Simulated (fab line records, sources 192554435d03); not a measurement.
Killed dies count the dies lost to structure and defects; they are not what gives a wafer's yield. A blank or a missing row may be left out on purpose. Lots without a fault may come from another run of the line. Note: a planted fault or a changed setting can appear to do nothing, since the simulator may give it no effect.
2 desks, one fault :: flow n5Finfet :: each desk holds nothing but its own numbers, with what lay behind them at the end

METROLOGY DESK
Means of the sampled wafers that have a number, per lot and without regard to the tool the lot ran on: this is what the gauges read. If a lot's mean is further than 4 standard deviations from the usual mean, the lot is out of limits and carries the mark OUT (the distance appears in the brackets). Readings shown: 7 of its 10, picked as those furthest out on some lot.
Columns: A = IOFF_N at N5_BEOL_M4_RC_MEAS_101, usual 0.17 nA/um; B = IOFF_P at N5_BEOL_M4_RC_MEAS_101, usual 0.21 nA/um; C = ION_N at N5_BEOL_M4_RC_MEAS_101, usual 678 uA/um; D = ION_P at N5_BEOL_M4_RC_MEAS_101, usual 462 uA/um; E = SS_P at N5_BEOL_M4_RC_MEAS_101, usual 73.4 mV/dec; F = VT_N at N5_BEOL_M4_RC_MEAS_101, usual 249 mV; G = VT_P at N5_BEOL_M4_RC_MEAS_101, usual -251 mV
lot: L406
first seen here: day 10 21:26
A: 0.16
B: 0.19
C: 671
D: 464
E: 73.1
F: 249
G: -253

lot: L409
first seen here: day 12 10:42
A: 0.13
B: 0.17
C: 663
D: 453
E: 72.4
F: 254
G: -254

lot: L410
first seen here: day 12 12:49
A: 0.14
B: 0.19
C: 668
D: 456
E: 73.1
F: 251
G: -254

lot: L420
first seen here: day 14 22:01
A: 0.18
B: 0.19
C: 678
D: 459
E: 73.4
F: 247
G: -251
Result from this desk: across the 4 lots, nothing is out of limits.

FOR THE TOOL OWNER'S DESK: lithoTrack-02
The tool's own readings at N5_BEOL_M3_COAT_76 (time 60 s, resist thk 5 nm): means of the sampled wafers that have a number, for each lot that ran on this tool. If a lot's mean is further than 4 standard deviations from the usual mean, the lot is out of limits and carries the mark OUT (the distance appears in the brackets).
Columns: A = spinSpeedRpm at N5_BEOL_M3_COAT_76, usual 1499.8 rpm
lot: L406
first seen here: day 8 22:00
A: 1499.7

lot: L409
first seen here: day 11 02:17
A: 1417.5 (-82) OUT

lot: L410
first seen here: day 11 04:11
A: 1418.3 (-81) OUT
This desk finds L409, L410 out of limits, L409 being first, at day 11 02:17 (spinSpeedRpm at N5_BEOL_M3_COAT_76). Within limits: L406.

TAKEN TOGETHER
The tool owner's desk could have raised an alarm at day 11 02:17, on L409, L410.
The metrology desk saw nothing out of limits.
The metrology desk has L409, L410 on record, within its limits.
N5_BEOL_M3_COAT_76 was run on lithoTrack-02 by each of the lots named.

WHAT HAD BEEN PUT IN BY THE SIMULATOR
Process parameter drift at N5_BEOL_M3_COAT_76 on lithoTrack-02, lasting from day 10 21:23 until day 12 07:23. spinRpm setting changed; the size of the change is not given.
Shown lots that were struck: L409, L410.
Delay in hours, fault start to first out-of-limits reading, by desk: the tool owner's desk at 5.
